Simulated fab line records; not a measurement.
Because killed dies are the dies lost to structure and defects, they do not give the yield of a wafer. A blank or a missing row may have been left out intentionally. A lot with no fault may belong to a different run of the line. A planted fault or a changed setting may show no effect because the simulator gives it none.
What tool caused it?	flow nand_harc	6 lots, 18 wafers sampled, at 3 steps of a route of 1159

== WHAT EACH GAUGE READ, for each wafer ==
NHARC_P_STI_INSPECT_25.
lot	measured	on	raw_defect_count
L672	day 4 12:03	defect_inspect-01	167 222 222
L674	day 4 23:52	defect_inspect-02	233 136 232
L676	day 5 11:05	defect_inspect-01	135 208 112
L678	day 6 00:23	defect_inspect-02	1278 1308 1481
L688	day 8 16:38	defect_inspect-02	197 246 195
L691	day 9 08:12	defect_inspect-02	253 204 190

== WHICH TOOL RAN EACH LOT (tool, then ch and the chambers of the sampled wafers, then the start) ==
lot	NHARC_P_STI_ETCH_31	NHARC_P_STI_OXIDE_40
L672	rie_diel-02 ch 1,3, day 3 02:07 or earlier	furnace-02 ch 0, day 4 07:58
L674	rie_diel-03 ch 0,2, day 3 19:34 or earlier	furnace-02 ch 0, day 4 19:51
L676	rie_diel-02 ch 0,1,2, day 4 08:12 or earlier	furnace-04 ch 0, day 5 06:59
L678	rie_diel-03 ch 0,1,2, day 4 20:25 or earlier	furnace-04 ch 0, day 5 20:20
L688	rie_diel-03 ch 0,1,3, day 7 08:41 or earlier	furnace-05 ch 0, day 8 12:33
L691	rie_diel-13 ch 0,2, day 8 02:04 or earlier	furnace-05 ch 0, day 9 04:06
- NHARC_P_STI_ETCH_31: etches the open film in CF4/CHF3, target depth 108.9 nm, time 54.5 s.
- NHARC_P_STI_OXIDE_40: material SiO2, target thk 10 nm, ox time 1362 s.

== THE ANSWER, worked out from the rows above alone ==
Rule: the usual values come from the lots themselves. Put in order of their means at a reading, lots are off if they are a third of the lots or fewer, leave a main group of 4 or more, and stand apart from it by a gap of 3 or more times the standard deviation of the main group's means; of several such gaps the widest counts. The tables above print the reading to a certain number of digits; a main group whose means all agree to those digits is not used. Also off: a lot with no number at a reading for which 4 or more lots have one. Any other lot the step has rows for is counted as sound.
Off: L678, at NHARC_P_STI_INSPECT_25 (raw_defect_count). The main group has a mean of 197 with a standard deviation of 23.
A tool fits if, at a process step before that reading, it ran every lot that is off, and no sound lot after the first of them. The gauges at NHARC_P_STI_INSPECT_25 are tried like those tools. NHARC_P_STI_ETCH_31 gives no start for some lots, so the hours and the order of its lots are those of NHARC_P_STI_CD_MEAS_16. One fits: furnace-04 at NHARC_P_STI_OXIDE_40. A fault onset in the window from L676 (day 5 06:59, its last sound lot) to L678 (day 5 20:20, its first lot off) fits.

== WHAT THE SIMULATOR PUT IN ==
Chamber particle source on furnace-04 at NHARC_P_STI_OXIDE_40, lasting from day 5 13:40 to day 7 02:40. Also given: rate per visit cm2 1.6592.
Shown lots that were struck: L678. The rule given above showed the same thing.
